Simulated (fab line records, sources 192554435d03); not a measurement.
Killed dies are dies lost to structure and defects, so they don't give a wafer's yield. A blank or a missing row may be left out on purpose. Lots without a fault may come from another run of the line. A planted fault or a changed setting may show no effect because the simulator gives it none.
Chamber matching | flow n5_finfet | N5_STI_FIN_REVEAL_ALD_14 on ald_sin-04: 4 sister chambers
The step deposits Si3N4, target thk 3 nm. 4 wafers are shown with their chamber, then 9 later ones without.

WAFERS WITH THEIR CHAMBER
wafer  | chamber | heater_power_w (W)
L076.1 | 3       | 759
L092.3 | 0       | 815
L094.4 | 1       | 841
L094.6 | 2       | 926

WAFERS WITHOUT THEIR CHAMBER
wafer  | heater_power_w (W)
L095.1 | 858
L095.2 | 855
L095.3 | 921
L095.4 | 760
L095.5 | 834
L095.6 | 824
L097.3 | 771
L097.4 | 848
L097.5 | 817

WHICH CHAMBER EACH WENT THROUGH
wafer  | from the rows above     | in truth
L095.1 | 1                       | 1
L095.2 | 1                       | 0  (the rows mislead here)
L095.3 | 2                       | 2
L095.4 | 3                       | 3
L095.5 | can't be placed: 1 or 0 | 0
L095.6 | can't be placed: 0 or 1 | 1
L097.3 | 3                       | 3
L097.4 | 1                       | 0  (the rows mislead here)
L097.5 | 0                       | 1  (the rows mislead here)
Placed correctly: 4 of 9. Can't be placed from these rows: 2 (the true chamber is among the candidates in 2). Placed wrongly: 3.
How it was worked out, from the rows above alone: a wafer's distance from a chamber is the root of the sum, over the readings, of the square of ((its reading less the chamber's mean) divided by the reading's scatter). The wafer belongs to the nearest chamber; if the next one is less than 2 further off, it can't be placed. A chamber's mean is the mean of its shown wafers. The scatter: with one shown wafer a chamber, the root of the mean of the squares of how far each hidden wafer lies from its nearest shown one.
